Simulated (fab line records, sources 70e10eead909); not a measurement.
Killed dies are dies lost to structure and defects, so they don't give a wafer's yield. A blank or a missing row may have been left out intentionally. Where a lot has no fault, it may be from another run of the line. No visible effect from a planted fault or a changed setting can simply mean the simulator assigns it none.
Which of the tools did it? / flow nand_harc / Sampling: 6 lots, 18 wafers, 5 of 1159 route steps

WHAT EACH GAUGE READ, for each wafer
NHARC_END_SORT_01.
lot=L845; measured=day 21 20:42; on=prober-01; killed_at_array=65 76 78

WHICH TOOL RAN EACH LOT (tool, then ch and the chambers of the sampled wafers, then the start)
lot=L835; NHARC_A_ONON_D1_DEP_00=pecvd_onon-01 ch 0, day 7 21:04; NHARC_THIN_TSV_ETCH_44=rie_diel-10 ch 0,2,3, day 18 16:40; NHARC_THIN_TSV_PVD_51=pvd_sputter-03, day 18 21:48 or earlier; NHARC_THIN_TSV_PRE_CLEAN_54=pvd_sputter-03, day 18 21:48
lot=L837; NHARC_A_ONON_D1_DEP_00=pecvd_onon-04 ch 0, day 8 13:47; NHARC_THIN_TSV_ETCH_44=rie_diel-13 ch 1,2,3, day 19 06:10; NHARC_THIN_TSV_PVD_51=pvd_sputter-03, day 19 10:51 or earlier; NHARC_THIN_TSV_PRE_CLEAN_54=pvd_sputter-03, day 19 10:51
lot=L839; NHARC_A_ONON_D1_DEP_00=pecvd_onon-04 ch 0, day 8 22:11; NHARC_THIN_TSV_ETCH_44=rie_diel-10 ch 1,2,3, day 19 22:51; NHARC_THIN_TSV_PVD_51=pvd_sputter-01, day 20 04:51 or earlier; NHARC_THIN_TSV_PRE_CLEAN_54=pvd_sputter-01, day 20 04:51
lot=L841; NHARC_A_ONON_D1_DEP_00=pecvd_onon-04 ch 0, day 9 06:40; NHARC_THIN_TSV_ETCH_44=rie_diel-13 ch 0,1,2, day 20 12:57; NHARC_THIN_TSV_PVD_51=pvd_sputter-02, day 20 17:48 or earlier; NHARC_THIN_TSV_PRE_CLEAN_54=pvd_sputter-03, day 20 17:48
lot=L845; NHARC_A_ONON_D1_DEP_00=pecvd_onon-04 ch 0, day 10 14:55; NHARC_THIN_TSV_ETCH_44=rie_diel-13 ch 0,1, day 21 04:43; NHARC_THIN_TSV_PVD_51=pvd_sputter-01, day 21 09:39 or earlier; NHARC_THIN_TSV_PRE_CLEAN_54=pvd_sputter-02, day 21 09:39
lot=L854; NHARC_A_ONON_D1_DEP_00=pecvd_onon-01 ch 0, day 12 05:04; NHARC_THIN_TSV_ETCH_44=rie_diel-08 ch 1,2,3, day 23 10:34; NHARC_THIN_TSV_PVD_51=pvd_sputter-03, day 23 23:40 or earlier; NHARC_THIN_TSV_PRE_CLEAN_54=pvd_sputter-01, day 23 23:40
- NHARC_A_ONON_D1_DEP_00: target thk 1000 nm.
- NHARC_THIN_TSV_ETCH_44: etches the open film in CF4/O2, target depth 1594.2 nm, time 797.1 s.
- NHARC_THIN_TSV_PVD_51: deposits Cu, target thk 100 nm.
- NHARC_THIN_TSV_PRE_CLEAN_54: time 30 s.

THE ANSWER, worked out from the rows above alone
Rule: what is usual is taken from the lots themselves. The widest of any qualifying gaps counts: lots, ordered by their means at a reading, are off when they make up no more than a third of the lots, leave a main group of 4 or more, and stand apart from it by 3 or more times the standard deviation of that group's means. The tables above print the reading to a certain number of digits; a main group whose means all agree to those digits is not used. A lot without any number at a reading at which 4 lots or more have one is off too. The other lots that the step has rows for count as sound.
Nothing can be told from this: no lot is off at any reading shown.

WHAT HAD BEEN PUT IN BY THE SIMULATOR
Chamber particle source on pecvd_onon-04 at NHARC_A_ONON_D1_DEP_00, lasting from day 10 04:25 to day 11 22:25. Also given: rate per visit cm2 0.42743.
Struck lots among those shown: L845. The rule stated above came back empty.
